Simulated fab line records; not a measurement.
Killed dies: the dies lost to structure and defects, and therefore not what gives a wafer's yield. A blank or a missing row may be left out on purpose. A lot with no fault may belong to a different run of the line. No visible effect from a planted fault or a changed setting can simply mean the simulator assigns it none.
Matching of chambers :: flow n5-finfet :: N5_BEOL_M14_DESCUM_15 on rie-diel-05: 4 sister chambers
The step chemistry O2, time 7.9 s. 16 wafers are shown with their chamber, then 8 later ones without.

WAFERS, EACH WITH ITS CHAMBER
wafer: L515.1
chamber: 0
drypump-motor-current-A (A): 6.5
throttle-valve-pct (%): 20.01
o2-flow-sccm (sccm): 224.0

wafer: L515.5
chamber: 0
drypump-motor-current-A (A): 6.5
throttle-valve-pct (%): 20.00
o2-flow-sccm (sccm): 224.7

wafer: L515.6
chamber: 3
drypump-motor-current-A (A): 5.4
throttle-valve-pct (%): 20.92
o2-flow-sccm (sccm): 224.6

wafer: L514.1
chamber: 2
drypump-motor-current-A (A): 6.3
throttle-valve-pct (%): 20.63
o2-flow-sccm (sccm): 224.8

wafer: L514.2
chamber: 1
drypump-motor-current-A (A): 6.5
throttle-valve-pct (%): 20.75
o2-flow-sccm (sccm): 226.5

wafer: L514.5
chamber: 1
drypump-motor-current-A (A): 6.5
throttle-valve-pct (%): 20.74
o2-flow-sccm (sccm): 226.1

wafer: L517.1
chamber: 0
drypump-motor-current-A (A): 6.4
throttle-valve-pct (%): 20.02
o2-flow-sccm (sccm): 224.7

wafer: L517.4
chamber: 2
drypump-motor-current-A (A): 6.3
throttle-valve-pct (%): 20.67
o2-flow-sccm (sccm): 225.5

wafer: L517.5
chamber: 0
drypump-motor-current-A (A): 6.5
throttle-valve-pct (%): 20.01
o2-flow-sccm (sccm): 224.6

wafer: L521.4
chamber: 0
drypump-motor-current-A (A): 6.4
throttle-valve-pct (%): 20.02
o2-flow-sccm (sccm): 223.6

wafer: L521.5
chamber: 1
drypump-motor-current-A (A): 6.5
throttle-valve-pct (%): 20.36
o2-flow-sccm (sccm): 225.2

wafer: L521.6
chamber: 2
drypump-motor-current-A (A): 6.3
throttle-valve-pct (%): 20.66
o2-flow-sccm (sccm): 225.7

wafer: L528.4
chamber: 3
drypump-motor-current-A (A): 5.4
throttle-valve-pct (%): 20.59
o2-flow-sccm (sccm): 224.8

wafer: L528.5
chamber: 0
drypump-motor-current-A (A): 6.4
throttle-valve-pct (%): 20.04
o2-flow-sccm (sccm): 224.1

wafer: L528.6
chamber: 1
drypump-motor-current-A (A): 6.4
throttle-valve-pct (%): 20.41
o2-flow-sccm (sccm): 224.6

wafer: L532.2
chamber: 2
drypump-motor-current-A (A): 6.3
throttle-valve-pct (%): 20.31
o2-flow-sccm (sccm): 225.1

SIGNATURES (averages over the wafers above)
reading: drypump-motor-current-A
chamber 0: 6.450
chamber 1: 6.475
chamber 2: 6.300
chamber 3: 5.400
scatter within a chamber: 0.0433

reading: throttle-valve-pct
chamber 0: 20.0167
chamber 1: 20.5650
chamber 2: 20.5675
chamber 3: 20.7550
scatter within a chamber: 0.152

reading: o2-flow-sccm
chamber 0: 224.283
chamber 1: 225.600
chamber 2: 225.275
chamber 3: 224.700
scatter within a chamber: 0.559
Rule: for each reading, subtract the chamber's mean from the wafer's reading, divide by that reading's scatter and square the result; add these up over the readings and take the root, which gives the wafer's distance from the chamber. The wafer belongs to the nearest chamber; if the next one is less than 2 further off, it can't be placed. How the scatter is found: for the shown wafers, subtract from each reading the mean of its chamber, square and add these, divide the total by (wafers less chambers), then take the root.

WAFERS WHOSE CHAMBER IS MISSING
wafer: L532.4
drypump-motor-current-A (A): 5.4
throttle-valve-pct (%): 20.58
o2-flow-sccm (sccm): 225.4

wafer: L532.6
drypump-motor-current-A (A): 5.4
throttle-valve-pct (%): 20.58
o2-flow-sccm (sccm): 225.9

wafer: L534.1
drypump-motor-current-A (A): 6.4
throttle-valve-pct (%): 20.07
o2-flow-sccm (sccm): 225.3

wafer: L534.2
drypump-motor-current-A (A): 6.5
throttle-valve-pct (%): 20.44
o2-flow-sccm (sccm): 224.7

wafer: L534.4
drypump-motor-current-A (A): 6.3
throttle-valve-pct (%): 20.31
o2-flow-sccm (sccm): 225.4

wafer: L535.3
drypump-motor-current-A (A): 5.4
throttle-valve-pct (%): 20.61
o2-flow-sccm (sccm): 226.3

wafer: L535.4
drypump-motor-current-A (A): 6.5
throttle-valve-pct (%): 20.44
o2-flow-sccm (sccm): 225.4

wafer: L535.6
drypump-motor-current-A (A): 5.4
throttle-valve-pct (%): 20.61
o2-flow-sccm (sccm): 225.2

THE CHAMBER EACH PASSED THROUGH
wafer: L532.4
from the rows above: 3
in truth: 3

wafer: L532.6
from the rows above: 3
in truth: 3

wafer: L534.1
from the rows above: can't be placed: 0 or 1 or 2
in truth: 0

wafer: L534.2
from the rows above: can't be placed: 1 or 0
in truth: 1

wafer: L534.4
from the rows above: 2
in truth: 2

wafer: L535.3
from the rows above: 3
in truth: 3

wafer: L535.4
from the rows above: 1
in truth: 1

wafer: L535.6
from the rows above: 3
in truth: 3
Correctly placed: 6 of 8. These rows do not allow placing 2 (true chamber among the candidates in 2). Number placed wrongly: 0.
